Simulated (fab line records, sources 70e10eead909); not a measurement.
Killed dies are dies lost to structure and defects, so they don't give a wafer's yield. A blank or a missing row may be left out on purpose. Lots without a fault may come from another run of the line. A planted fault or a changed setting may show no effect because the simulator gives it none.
fab line records | flow nand_harc
record lots=24 wafers=72 last_day=34
route steps=1302 shown A_DECK1_JOINT@539 A_CHANNEL_HOLE_D2@571 A_CHANNEL_FILL_D2@627 A_STAIRCASE@667
lots that met no fault: from a run of the same line without faults
start_h: hours from the record's first day to the start of the lot's first wafer shown | wait_h: hours since the lot's step before | " the same as in the row above | L1.1+2: a row that stands for several wafers | - no value, or no start given | * or withheld: withheld | < > ~ a bound
route shown NAME@n: a module of which the file shows steps, and the number in the route of the first | usual: mean/standard deviation of fault-free wafers | same: alike in all rows | chamber/n: place in a boat | sites: the reading at each site | _std_site: their standard deviation | _edge_site: outer sites' mean less inner sites' | radius_mm: how far each site lies from the wafer's centre | mask NAME#n: copy n | behind: the tool/chamber that last shaped the wafer | hold: why the lot was held/for how many hours/how that ended | device: the transistor (n, p or np) that didn't switch | end of line: the same wafers' tests at the end of the route | a step without rows: its recipe alone | killed: dies lost to structure and defects at the first sort, not the wafer's yield | map: a wafer's dies, x killed, . not, _ none there
set.NAME: the setting as run; set.NAME@STEP: as run at that earlier step | model.NAME: the simulator's own value behind a step, which no gauge read
steps of the route over a sample of lots; a table a step, a row a wafer
services: from which hour (start_h, from the record's first day; less than 0 if before it) a tool's chamber was out of use, for how many hours, and why
## steps
# step NHARC_A_DECK1_JOINT_CMP_02
# recipe material=SiOx
# usual edge_zone_pressure_frac=1.001/0.0049 motor_current_A=11.8/0.91 pad_life_wafers=183/100
# columns lot.wafer tool chamber start_h wait_h edge_zone_pressure_frac motor_current_A pad_life_wafers
L075.3 cmp-03 2 279.96 0.4 0.999 10.5 54
L075.2 " 1 " " 0.994 12.7 57
L075.5 " 2 " " 1.006 10.0 -
L076.1 cmp-02 1 280.01 0.4 1.000 12.1 146
L076.2 " 2 " " 1.001 10.5 147
L076.5 " 3 " " 1.000 12.5 -
L074.3 cmp-02 0 290.75 0.4 0.995 11.5 212
L074.4 " 1 " " 0.997 12.3 213
L074.5 " 3 " " 1.003 12.7 -
L077.2 cmp-04 0 300.94 0.4 1.005 12.4 354
L077.4 " 3 " " 0.997 12.0 357
L077.6 " 1 " " 1.002 11.0 -
L078.4 cmp-02 3 300.94 0.4 1.004 12.9 252
L078.2 " 1 " " 0.999 12.9 254
L078.1 " 2 " " 0.994 10.8 255
L080.1 cmp-03 2 326.65 0.4 1.001 10.5 198
L080.2 " 0 " " 0.997 13.5 200
L080.4 " 1 " " 0.997 12.5 201
L079.2 cmp-04 1 326.68 0.4 1.001 11.2 55
L079.5 " 0 " " 1.000 12.5 -
L079.6 " 1 " " 0.995 11.4 -
L081.4 cmp-04 3 359.05 0.4 0.992 12.7 187
L081.2 " 0 " " 0.998 11.8 188
L081.1 " 1 " " 1.004 10.9 189
L082.1 cmp-02 1 359.10 0.4 0.998 13.2 75
L082.5 " 2 " " 0.997 10.7 -
L082.6 " 3 " " 1.003 12.6 -
L083.1 cmp-04 1 359.81 0.4 1.000 10.7 192
L083.3 " 3 " " 0.993 12.0 194
L083.4 " 0 " " 1.007 11.9 195
L084.1 cmp-02 1 359.90 0.5 1.006 12.5 85
L084.3 " 2 " " 0.995 10.7 86
L084.5 " 0 " " 1.019 10.8 -
L085.3 cmp-03 3 377.23 0.4 1.000 11.7 55
L085.4 " 0 " " 1.001 13.3 56
L085.5 " 2 " " 0.989 10.3 -
L086.1 cmp-04 3 392.27 0.4 0.999 12.3 321
L086.6 " 0 " " 1.000 12.3 -
L086.5 " 1 " " 0.993 11.0 -
L089.3 cmp-03 2 413.20 0.4 0.997 10.7 168
L089.2 " 3 " " 1.007 12.4 169
L089.6 " 2 " " 1.002 10.7 -
L088.4 cmp-04 3 413.20 0.4 1.003 12.6 24
L088.1 " 0 " " 1.004 12.5 25
L088.6 " 0 " " 1.006 12.3 -
L087.4 cmp-02 0 413.25 0.4 0.998 10.6 272
L087.1 " 1 " " 1.000 12.5 273
L087.6 " 3 " " 1.007 12.2 -
L091.2 cmp-02 1 437.24 0.4 1.001 12.7 366
L091.3 " 3 " " 1.005 12.6 368
L091.1 " 0 " " 1.005 11.6 369
L090.3 cmp-04 1 438.13 0.4 1.000 11.1 122
L090.1 " 2 " " 1.002 10.9 123
L090.6 " 3 " " 0.991 11.8 -
L092.3 cmp-03 0 442.80 0.4 0.995 13.4 282
L092.4 " 1 " " 0.997 12.1 283
L092.6 " 0 " " 0.991 13.8 -
L093.4 cmp-04 1 456.59 0.4 1.000 10.9 186
L093.2 " 3 " " 0.998 11.8 188
L093.5 " 2 " " 1.012 12.0 -
L094.4 cmp-02 3 467.33 0.4 0.999 12.3 132
L094.1 " 1 " " 1.009 12.2 134
L094.3 " 2 " " 1.007 10.5 135
L096.1 cmp-04 3 495.20 0.4 1.000 11.7 360
L096.3 " 1 " " 0.995 11.2 362
L096.6 " 0 " " 0.999 12.0 -
L095.3 cmp-03 2 495.25 0.4 1.008 10.6 134
L095.4 " 3 " " 1.007 11.8 135
L095.6 " 1 " " 1.001 12.6 -
L097.1 cmp-03 1 500.77 0.4 0.997 11.9 144
L097.2 " 3 " " 0.997 11.6 146
L097.5 " 2 " " 0.994 10.8 -
# step NHARC_A_CHANNEL_HOLE_D2_DEP_01
# recipe target_thk_a=1400 target_thk_nm=140 temp_c=400 pressure_torr=3.5 flow_sccm=200 rf_w=350 material=SiON
# usual heater_power_w=693/120
# columns lot.wafer tool chamber start_h wait_h heater_power_w
L076.1 pecvd-03 0 296.27 1.6 675
L076.2 " 1 " " 832
L076.5 " 1 " " 832
L075.2 pecvd-03 0 297.90 1.3 631
L075.3 " 1 " " 751
L075.5 " 1 " " 760
L074.3 pecvd-02 1 308.68 1.0 659
L074.4 " 0 " " 689
L074.5 " 1 " " 666
L078.2 pecvd-04 0 319.47 1.3 832
L078.1 " 1 " " 857
L078.4 " 0 " " 861
L077.2 pecvd-03 2 320.00 1.3 558
L077.4 " 2 " " 554
L077.6 " 2 " " 563
L080.2 pecvd-02 0 342.31 1.3 586
L080.1 " 1 " " 714
L080.4 " 0 " " 596
L079.2 pecvd-03 2 342.42 1.4 651
L079.5 " 0 " " 618
L079.6 " 1 " " 699
L082.1 pecvd-02 2 378.74 1.7 716
L082.6 " 1 " " 783
L082.5 " 2 " " 687
L084.3 pecvd-03 2 379.42 1.0 486
L084.1 " 0 " " 615
L084.5 " 1 " " 815
L081.2 pecvd-03 1 380.63 1.3 830
L081.1 " 2 " " 495
L081.4 " 0 " " 643
L083.3 pecvd-03 1 381.33 1.0 807
L083.1 " 2 " " 562
L083.4 " 0 " " 615
L085.3 pecvd-03 2 398.64 1.0 593
L085.4 " 0 " " 605
L085.5 " 1 " " 826
L086.1 pecvd-04 2 409.19 1.7 620
L086.5 " 1 " " 837
L086.6 " 2 " " 617
L087.1 pecvd-04 2 429.80 1.6 585
L087.6 " 2 " " 598
L087.4 " 1 " " 816
L088.1 pecvd-03 0 429.81 1.6 657
L088.6 " 2 " " 578
L088.4 " 1 " " 835
L089.3 pecvd-04 0 431.67 1.0 845
L089.2 " 1 " " 814
L089.6 " 2 " " 637
L090.1 pecvd-03 0 453.41 1.6 669
L090.3 " 1 " " 809
L090.6 " 1 " " 809
L091.1 pecvd-02 1 453.87 1.6 661
L091.2 " 2 " " 625
L091.3 " 0 " " 589
L092.3 pecvd-02 0 458.88 1.0 543
L092.6 " 0 " " 555
L092.4 " 1 " " 806
L093.2 pecvd-04 2 475.45 1.3 597
L093.4 " 2 " " 612
L093.5 " 0 " " 858
L094.1 pecvd-03 1 483.70 1.6 749
L094.3 " 0 " " 637
L094.4 " 2 " " 578
L096.3 pecvd-03 1 515.08 1.0 823
L096.1 " 2 " " 578
L096.6 " 0 " " 654
L095.3 pecvd-03 2 517.00 1.0 552
L095.6 " 1 " " 796
L095.4 " 2 " " 561
L097.2 pecvd-04 0 519.68 1.3 821
L097.1 " 1 " " 885
L097.5 " 0 " " 831
# step NHARC_A_CHANNEL_HOLE_D2_ETCH_19
# recipe bias_v=1200 source_w=2500 pressure_mtorr=15 time_s=34.5 ar_flow_sccm=375 c4f8_flow_sccm=28.8 o2_flow_sccm=96.2 temp_c=-20 target_depth_a=* chemistry=C4F8/O2/Ar
# usual drypump_motor_current_A=5.6/0.59 showerhead_plenum_p_Torr=3.57/0.15 throttle_valve_pct=37.037/0.0094
# columns lot.wafer tool chamber start_h wait_h drypump_motor_current_A rf_hours_counter_h showerhead_plenum_p_Torr throttle_valve_pct
L076.2 har_etch-01 1 298.20 0.1 4.9 152 3.51 37.026
L076.1 " 0 " " 6.3 152 3.59 37.037
L076.5 " 1 " " 4.9 - 3.51 37.039
L075.2 har_etch-02 0 302.31 2.5 5.8 357 3.52 37.032
L075.3 " 0 " " 5.7 - 3.52 37.029
L075.5 " 0 " " 5.7 - 3.52 37.026
L074.3 har_etch-02 0 310.99 0.1 5.7 - 3.52 37.037
L074.4 " 1 " " 5.5 - 3.53 37.033
L074.5 " 0 " " 5.7 - 3.52 37.033
L078.2 har_etch-02 1 321.60 0.1 5.5 372 3.53 37.054
L078.1 " 0 " " 5.8 365 3.52 37.037
L078.4 " 1 " " 5.5 - 3.53 37.030
L077.2 har_etch-01 0 322.16 0.1 6.3 166 3.58 37.036
L077.4 " 1 " " 5.0 - 3.50 37.033
L077.6 " 0 " " 6.3 - 3.58 37.019
L080.2 har_etch-01 1 344.81 0.4 4.9 181 3.50 37.050
L080.1 " 0 " " 6.4 181 3.57 37.048
L080.4 " 1 " " 4.9 - 3.50 37.037
L079.2 har_etch-02 0 345.22 0.6 5.7 384 3.50 37.054
L079.6 " 0 " " 5.7 - 3.50 37.030
L079.5 " 1 " " 5.5 - 3.52 37.048
L082.1 har_etch-01 0 381.49 0.1 6.4 201 3.56 37.051
L082.5 " 1 " " 4.9 - 3.49 37.036
L082.6 " 0 " " 6.4 - 3.56 37.035
L084.1 har_etch-01 1 385.62 4.2 5.0 205 3.48 37.053
L084.3 " 1 " " 4.9 - 3.48 37.035
L084.5 " 1 " " 4.9 - 3.48 37.038
L081.2 har_etch-01 1 389.75 7.1 4.9 209 3.48 37.041
L081.1 " 0 " " 6.3 209 3.55 37.037
L081.4 " 1 " " 4.9 - 3.48 37.044
L083.1 har_etch-01 0 393.96 10.6 6.3 212 3.55 37.036
L083.4 " 1 " " 4.9 - 3.48 37.037
L083.3 " 0 " " 6.3 - 3.55 37.038
L085.3 har_etch-01 0 406.14 5.1 6.3 - 3.55 37.032
L085.4 " 1 " " 4.9 - 3.47 37.037
L085.5 " 0 " " 6.4 - 3.55 37.030
L086.1 har_etch-01 1 411.19 0.1 5.0 228 3.47 37.038
L086.5 " 1 " " 4.9 - 3.47 37.026
L086.6 " 0 " " 6.4 - 3.54 37.041
L088.1 har_etch-01 0 431.86 0.1 6.4 236 3.54 37.054
L088.4 " 0 " " 6.3 - 3.54 37.019
L088.6 " 0 " " 6.3 - 3.54 37.044
L087.1 har_etch-02 0 432.03 0.1 5.8 26 3.97 37.042
L087.4 " 0 " " 5.8 - 3.97 37.028
L087.6 " 1 " " 5.6 - 3.97 37.036
L089.2 har_etch-01 1 436.04 2.5 4.9 240 3.46 37.028
L089.3 " 0 " " 6.3 - 3.54 37.042
L089.6 " 0 " " 6.3 - 3.54 37.023
L090.1 har_etch-01 0 455.48 0.1 6.4 247 3.53 37.030
L090.3 " 0 " " 6.4 - 3.53 37.030
L090.6 " 0 " " 6.4 - 3.53 37.036
L091.2 har_etch-02 0 455.97 0.1 5.7 38 3.96 37.019
L091.1 " 1 " " 5.6 38 3.96 37.056
L091.3 " 1 " " 5.6 - 3.96 37.026
L092.4 har_etch-01 1 460.88 0.1 4.9 - 3.46 37.037
L092.3 " 0 " " 6.3 - 3.53 37.033
L092.6 " 1 " " 4.9 - 3.46 37.042
L093.2 har_etch-01 0 482.04 4.7 6.3 266 3.52 37.042
L093.4 " 0 " " 6.3 - 3.52 37.022
L093.5 " 1 " " 4.9 - 3.45 37.029
L094.1 har_etch-01 0 486.18 0.6 6.4 270 3.52 37.024
L094.4 " 0 " " 6.3 - 3.52 37.024
L094.3 " 1 " " 4.9 - 3.45 37.046
L096.1 har_etch-01 0 517.05 0.1 6.3 281 3.51 37.029
L096.3 " 1 " " 4.9 - 3.44 37.044
L096.6 " 0 " " 6.3 - 3.52 37.035
L095.4 har_etch-02 0 519.10 0.1 5.7 - 3.94 37.036
L095.3 " 1 " " 5.5 - 3.94 37.017
L095.6 " 1 " " 5.6 - 3.94 37.040
L097.2 har_etch-01 1 521.61 0.1 4.9 285 3.44 37.040
L097.1 " 0 " " 6.4 285 3.51 37.038
L097.5 " 1 " " 4.9 - 3.44 37.045
# step NHARC_A_CHANNEL_HOLE_D2_ETCH_24
# recipe bias_v=5000 source_w=withheld pressure_mtorr=20 time_s=906.2 ar_flow_sccm=375 c4f8_flow_sccm=93.8 o2_flow_sccm=31.2 temp_c=-20 target_depth_a=15000 chemistry=C4F8/O2/Ar
# usual drypump_motor_current_A=5.6/0.59 showerhead_plenum_p_Torr=3.53/0.15 throttle_valve_pct=32.236/0.0093
# columns lot.wafer tool chamber start_h wait_h drypump_motor_current_A rf_hours_counter_h showerhead_plenum_p_Torr throttle_valve_pct
L076.2 har_etch-01 1 300.33 0.6 4.9 154 3.47 32.224
L076.1 " 0 " " 6.4 154 3.54 32.225
L076.5 " 1 " " 5.0 - 3.47 32.245
L075.2 har_etch-02 0 304.54 0.6 5.7 359 3.48 32.233
L075.3 " 0 " " 5.7 - 3.48 32.247
L075.5 " 0 " " 5.7 - 3.48 32.242
L074.3 har_etch-02 0 313.34 0.6 5.7 - 3.48 32.248
L074.4 " 1 " " 5.6 - 3.49 32.237
L074.5 " 0 " " 5.7 - 3.48 32.220
L078.2 har_etch-02 1 323.72 0.6 5.5 374 3.49 32.210
L078.1 " 0 " " 5.8 367 3.48 32.226
L078.4 " 1 " " 5.5 - 3.49 32.241
L077.2 har_etch-01 0 324.40 0.6 6.3 169 3.54 32.247
L077.4 " 1 " " 5.0 - 3.47 32.233
L077.6 " 0 " " 6.3 - 3.54 32.223
L080.2 har_etch-01 1 346.95 0.6 5.0 184 3.46 32.232
L080.1 " 0 " " 6.3 184 3.53 32.243
L080.4 " 1 " " 5.0 - 3.46 32.227
L079.2 har_etch-02 0 347.34 0.6 5.7 386 3.47 32.226
L079.6 " 0 " " 5.7 - 3.47 32.231
L079.5 " 1 " " 5.6 - 3.48 32.214
L082.1 har_etch-01 0 383.71 0.6 6.3 203 3.52 32.223
L082.5 " 1 " " 5.0 - 3.45 32.238
L082.6 " 0 " " 6.4 - 3.52 32.236
L084.1 har_etch-01 1 387.86 0.6 5.0 207 3.45 32.236
L084.3 " 1 " " 5.0 - 3.45 32.221
L084.5 " 1 " " 5.0 - 3.45 32.223
L081.2 har_etch-01 1 391.90 0.6 4.9 211 3.44 32.241
L081.1 " 0 " " 6.4 211 3.51 32.239
L081.4 " 1 " " 5.0 - 3.44 32.237
L083.1 har_etch-01 0 396.21 0.6 6.4 215 3.51 32.229
L083.4 " 1 " " 4.9 - 3.44 32.225
L083.3 " 0 " " 6.4 - 3.51 32.232
L085.3 har_etch-01 0 408.50 0.6 6.3 - 3.51 32.233
L085.4 " 1 " " 5.0 - 3.44 32.233
L085.5 " 0 " " 6.4 - 3.51 32.245
L086.1 har_etch-01 1 413.33 0.6 4.9 230 3.43 32.240
L086.5 " 1 " " 4.9 - 3.43 32.233
L086.6 " 0 " " 6.4 - 3.50 32.229
L088.1 har_etch-01 0 433.99 0.6 6.3 238 3.50 32.247
L088.4 " 0 " " 6.3 - 3.50 32.232
L088.6 " 0 " " 6.3 - 3.50 32.257
L087.1 har_etch-02 0 434.27 0.6 5.7 28 3.91 32.237
L087.4 " 0 " " 5.7 - 3.91 32.235
L087.6 " 1 " " 5.6 - 3.91 32.242
L089.2 har_etch-01 1 438.28 0.6 4.9 242 3.43 32.244
L089.3 " 0 " " 6.4 - 3.50 32.245
L089.6 " 0 " " 6.4 - 3.50 32.236
L090.1 har_etch-01 0 457.74 0.6 6.4 249 3.49 32.244
L090.3 " 0 " " 6.4 - 3.49 32.234
L090.6 " 0 " " 6.3 - 3.49 32.227
L091.2 har_etch-02 0 458.11 0.6 5.8 40 3.91 32.246
L091.1 " 1 " " 5.6 40 3.90 32.241
L091.3 " 1 " " 5.5 - 3.90 32.253
L092.4 har_etch-01 1 463.22 0.6 4.9 - 3.42 32.231
L092.3 " 0 " " 6.3 - 3.49 32.248
L092.6 " 1 " " 4.9 - 3.42 32.230
L093.2 har_etch-01 0 484.27 0.6 6.3 268 3.48 32.243
L093.4 " 0 " " 6.3 - 3.48 32.232
L093.5 " 1 " " 4.9 - 3.41 32.249
L094.1 har_etch-01 0 488.31 0.6 6.3 272 3.48 32.227
L094.4 " 0 " " 6.3 - 3.48 32.235
L094.3 " 1 " " 4.9 - 3.41 32.246
L096.1 har_etch-01 0 519.19 0.6 6.4 284 3.48 32.246
L096.3 " 1 " " 4.9 - 3.41 32.227
L096.6 " 0 " " 6.4 - 3.48 32.237
L095.4 har_etch-02 0 521.46 0.6 5.7 - 3.89 32.230
L095.3 " 1 " " 5.5 - 3.89 32.239
L095.6 " 1 " " 5.6 - 3.89 32.241
L097.2 har_etch-01 1 523.73 0.6 4.9 287 3.40 32.235
L097.1 " 0 " " 6.3 287 3.47 32.240
L097.5 " 1 " " 4.9 - 3.40 32.231
# step NHARC_A_CHANNEL_FILL_D2_ALD_25
# recipe target_thk_a=600 pulse_time_s=10 ald_cycles=600 temp_c=300 material=SiOx
# usual heater_power_w=468/49 precursor_pulse_height_rel=0.999/0.021
# columns lot.wafer tool chamber start_h wait_h heater_power_w precursor_pulse_height_rel
L076.2 ald_hk-03 3 341.96 1.3 476 0.996
L076.1 " 0 " " 378 0.987
L076.5 " 1 " " 487 0.983
L075.3 ald_hk-04 0 344.32 0.1 417 0.993
L075.2 " 2 345.57 1.3 488 0.996
L075.5 " 1 347.44 3.2 411 0.989
L074.3 ald_hk-03 1 352.76 0.1 473 0.975
L074.4 " 2 " " 472 1.021
L074.5 " 2 355.80 3.1 479 1.032
L078.4 ald_hk-04 2 364.87 0.1 483 0.998
L078.2 " 0 366.12 1.3 424 0.947
L078.1 " 1 " " 408 0.982
L077.4 ald_hk-03 2 365.47 0.7 479 1.016
L077.2 " 3 " " 473 1.016
L077.6 " 1 367.27 2.5 473 0.989
L080.1 ald_hk-02 3 386.25 0.1 428 0.986
L080.4 " 1 387.46 1.3 494 0.976
L080.2 " 2 " " 462 1.040
L079.2 ald_hk-04 1 389.97 3.8 413 1.009
L079.5 " 2 391.21 5.0 493 0.967
L079.6 " 3 392.44 6.2 532 1.050
L084.1 ald_hk-02 2 424.32 0.1 456 1.019
L084.3 " 3 " " 439 1.002
L084.5 " 3 427.38 3.1 444 1.002
L082.1 ald_hk-04 1 424.94 0.7 422 1.008
L082.6 " 0 426.79 2.5 422 0.986
L082.5 " 1 " " 423 0.996
L081.2 ald_hk-03 2 432.37 0.7 505 1.000
L081.1 " 3 " " 487 1.001
L081.4 " 0 " " 396 1.018
L083.3 ald_hk-03 1 438.99 0.1 468 1.005
L083.1 " 3 440.22 1.3 490 0.982
L083.4 " 0 " " 379 0.990
L085.3 ald_hk-02 1 450.45 0.0 495 1.026
L085.4 " 2 " " 462 0.981
L085.5 " 2 453.50 3.1 473 0.993
L086.1 ald_hk-04 0 452.36 2.0 395 1.005
L086.5 " 1 " " 398 1.023
L086.6 " 2 " " 508 1.009
L087.1 ald_hk-02 3 474.43 0.1 426 1.038
L087.4 " 0 " " 512 0.995
L087.6 " 3 476.88 2.5 428 0.986
L088.1 ald_hk-03 1 474.43 0.1 467 1.016
L088.4 " 2 " " 496 0.989
L088.6 " 2 477.52 3.1 505 0.997
L089.3 ald_hk-04 0 477.65 0.1 384 1.012
L089.2 " 2 478.88 1.3 508 1.030
L089.6 " 1 480.71 3.2 411 0.993
L090.3 ald_hk-04 0 498.85 0.1 389 0.991
L090.1 " 3 500.71 1.9 557 0.995
L090.6 " 0 " " 402 0.995
L091.3 ald_hk-03 0 499.46 0.7 392 1.045
L091.1 " 1 " " 468 1.010
L091.2 " 2 " " 507 0.994
L092.4 ald_hk-02 1 505.08 0.7 500 1.014
L092.3 " 2 " " 461 1.011
L092.6 " 0 506.94 2.5 532 0.980
L093.4 ald_hk-02 0 525.76 0.7 513 0.974
L093.2 " 1 " " 502 1.005
L093.5 " 3 527.66 2.6 436 1.020
L094.3 ald_hk-04 1 529.68 0.1 407 1.032
L094.1 " 2 " " 499 1.040
L094.4 " 0 531.50 1.9 393 1.000
L097.2 ald_hk-02 3 560.86 0.1 418 0.981
L097.1 " 2 562.70 1.9 475 0.995
L097.5 " 3 " " 444 0.953
L096.3 ald_hk-04 2 560.86 0.1 499 0.981
L096.1 " 1 562.70 1.9 400 1.009
L096.6 " 3 563.93 3.1 563 1.017
L095.4 ald_hk-04 2 564.54 3.7 505 0.969
L095.3 " 3 " " 550 1.001
L095.6 " 2 567.00 6.2 507 0.980
# step NHARC_A_STAIRCASE_DESCUM_11
# recipe time_s=3 o2_flow_sccm=200 ar_flow_sccm=0 bias_power_w=0 chemistry=O2
# usual drypump_motor_current_A=5.6/0.4 oes_product_au=1.005/0.0091 rf_vpp_V=57.7/0.89 showerhead_plenum_p_Torr=1.92/0.074 throttle_valve_pct=11.312/0.0095
# columns lot.wafer tool chamber start_h wait_h drypump_motor_current_A oes_product_au rf_hours_counter_h rf_vpp_V showerhead_plenum_p_Torr throttle_valve_pct
L075.3 rie_diel-11 1 357.18 - 5.1 1.011 30 57.9 1.90 11.320
L075.2 " 2 " " 5.4 1.012 32 57.8 1.98 11.317
L075.5 " 2 " " 5.4 1.005 - 57.8 1.97 11.323
L076.2 rie_diel-08 3 357.36 - 5.9 1.001 50 58.1 1.89 11.312
L076.1 " 1 " " 5.6 0.997 55 57.5 1.99 11.315
L076.5 " 2 " " 5.6 0.995 - 58.5 1.88 11.311
L074.3 rie_diel-01 3 367.50 - 5.7 0.996 45 56.5 1.85 11.316
L074.4 " 2 " " 6.2 1.004 46 57.1 1.79 11.324
L074.5 " 0 " " 5.4 0.999 - 56.4 1.76 11.303
L077.2 rie_diel-11 3 379.97 - 5.3 1.019 40 55.9 2.02 11.301
L077.4 " 3 " " 5.2 1.028 - 58.1 2.02 11.303
L077.6 " 1 " " 5.1 1.002 - 58.2 1.90 11.305
L078.4 rie_diel-01 2 380.18 - 6.2 1.017 54 58.6 1.79 11.314
L078.1 " 0 " " 5.4 1.016 49 55.4 1.76 11.307
L078.2 " 1 " " 5.9 1.003 56 59.0 1.94 11.316
L080.2 rie_diel-11 2 401.10 - 5.4 1.015 47 58.1 1.97 11.311
L080.4 " 3 " " 5.2 1.017 47 57.7 2.02 11.320
L080.1 " 0 " " 6.6 1.004 42 57.1 1.93 11.323
L079.2 rie_diel-11 2 405.05 - 5.4 1.005 48 57.3 1.97 11.315
L079.6 " 2 " " 5.4 1.011 - 58.7 1.97 11.311
L079.5 " 3 " " 5.2 1.009 - 58.2 2.02 11.318
L082.1 rie_diel-08 1 439.52 - 5.6 0.997 14 56.8 1.98 11.310
L082.6 " 0 " " 5.3 1.002 - 59.2 1.94 11.317
L082.5 " 1 " " 5.6 0.989 - 58.5 1.98 11.319
L084.3 rie_diel-01 2 439.93 - 6.2 0.998 8 57.6 1.78 11.305
L084.1 " 1 " " 5.9 1.005 15 58.4 1.94 11.312
L084.5 " 3 " " 5.7 0.986 - 59.4 1.85 11.324
L081.1 rie_diel-11 1 446.44 - 5.1 1.009 0 57.2 1.89 11.294
L081.4 " 2 " " 5.3 1.020 0 58.2 1.97 11.310
L081.2 " 3 " " 5.3 1.000 0 58.5 2.02 11.320
L083.3 rie_diel-08 0 454.67 - 5.4 1.011 17 59.1 1.94 11.309
L083.1 " 2 " " 5.6 1.001 21 56.3 1.87 11.328
L083.4 " 3 " " 5.8 1.005 22 57.0 1.88 11.327
L085.3 rie_diel-01 1 465.37 - 5.9 1.008 30 57.1 1.93 11.306
L085.4 " 2 " " 6.2 1.014 22 57.4 1.78 11.308
L085.5 " 3 " " 5.7 0.986 - 56.8 1.84 11.304
L086.1 rie_diel-11 1 466.27 - 5.1 1.014 8 57.4 1.89 11.301
L086.5 " 0 " " 6.6 1.000 - 58.2 1.93 11.301
L086.6 " 1 " " 5.1 1.013 - 57.8 1.89 11.301
L088.4 rie_diel-08 0 489.09 - 5.3 1.016 32 56.8 1.93 11.323
L088.1 " 2 " " 5.6 1.007 39 57.7 1.87 11.315
L088.6 " 1 " " 5.6 1.017 - 58.7 1.98 11.318
L087.4 rie_diel-08 2 489.37 - 5.6 0.996 39 56.9 1.87 11.306
L087.1 " 0 " " 5.4 1.005 32 57.6 1.93 11.313
L087.6 " 2 " " 5.6 0.998 - 56.0 1.86 11.314
L089.2 rie_diel-11 0 492.70 - 6.7 1.004 15 58.9 1.92 11.319
L089.3 " 2 " " 5.4 1.003 15 57.7 1.96 11.312
L089.6 " 2 " " 5.4 1.017 - 59.1 1.96 11.311
L090.3 rie_diel-11 2 513.53 - 5.4 1.012 19 57.3 1.96 11.323
L090.1 " 0 " " 6.7 1.009 19 57.8 1.92 11.296
L090.6 " 3 " " 5.2 0.998 - 57.3 2.01 11.307
L091.2 rie_diel-01 1 513.70 - 5.9 0.999 43 56.9 1.93 11.314
L091.1 " 2 " " 6.2 1.016 36 56.3 1.77 11.314
L091.3 " 0 " " 5.4 1.004 41 58.0 2.06 11.307
L092.3 rie_diel-08 2 519.41 - 5.6 1.002 48 57.1 1.86 11.299
L092.4 " 0 " " 5.4 1.001 41 58.5 1.93 11.300
L092.6 " 3 " " 5.8 1.009 - 60.0 1.87 11.317
L093.4 rie_diel-08 0 540.29 - 5.3 1.012 52 57.7 1.93 11.320
L093.2 " 2 " " 5.6 0.988 58 57.4 1.86 11.312
L093.5 " 0 " " 5.3 1.004 - 56.4 1.93 11.320
L094.4 rie_diel-01 2 544.55 - 6.2 1.015 48 58.5 1.77 11.333
L094.3 " 3 " " 5.7 0.989 47 57.5 1.84 11.303
L094.1 " 1 " " 5.9 0.996 56 58.8 1.92 11.329
L097.2 rie_diel-01 1 575.82 - 5.9 1.003 2 56.8 1.92 11.311
L097.1 " 3 " " 5.7 0.989 4 58.0 1.83 11.292
L097.5 " 2 " " 6.2 1.021 - 56.7 2.08 11.339
L096.1 rie_diel-08 2 576.19 - 5.6 1.005 6 58.5 1.86 11.308
L096.3 " 0 " " 5.4 1.019 7 56.3 1.92 11.308
L096.6 " 2 " " 5.6 1.002 - 57.8 1.86 11.318
L095.4 rie_diel-11 2 581.71 - 5.4 1.014 39 57.4 1.95 11.307
L095.3 " 3 " " 5.2 1.010 43 58.0 2.01 11.302
L095.6 " 3 " " 5.3 1.022 - 56.7 2.01 11.321
## services
# columns tool chamber start_h hours kind
rie_diel-11 - 258.98 9.0 pm
cmp-04 - 263.36 1.0 repair
cmp-04 - 307.00 4.0 pm
pecvd-03 0 315.61 6.5 repair
rie_diel-11 0 329.81 4.3 repair
cmp-02 - 339.70 4.0 pm
pecvd-03 - 366.14 13.0 pm
rie_diel-08 - 371.91 9.0 pm
rie_diel-11 2 374.60 5.1 repair
rie_diel-11 0 376.23 4.5 repair
har_etch-02 - 377.47 17.0 pm
rie_diel-11 1 382.95 10.2 repair
cmp-04 - 405.00 4.0 pm
rie_diel-08 0 405.01 15.9 repair
ald_hk-04 - 432.32 10.0 pm
pecvd-03 1 432.58 18.5 repair
rie_diel-11 - 435.98 9.0 pm
rie_diel-11 3 486.50 8.3 repair
cmp-04 - 503.00 4.0 pm
ald_hk-04 - 535.61 1.5 repair
cmp-04 - 540.65 1.2 repair
pecvd-03 - 547.14 13.0 pm
rie_diel-11 2 559.48 3.5 repair
cmp-04 - 580.37 0.8 repair
## key
fault none
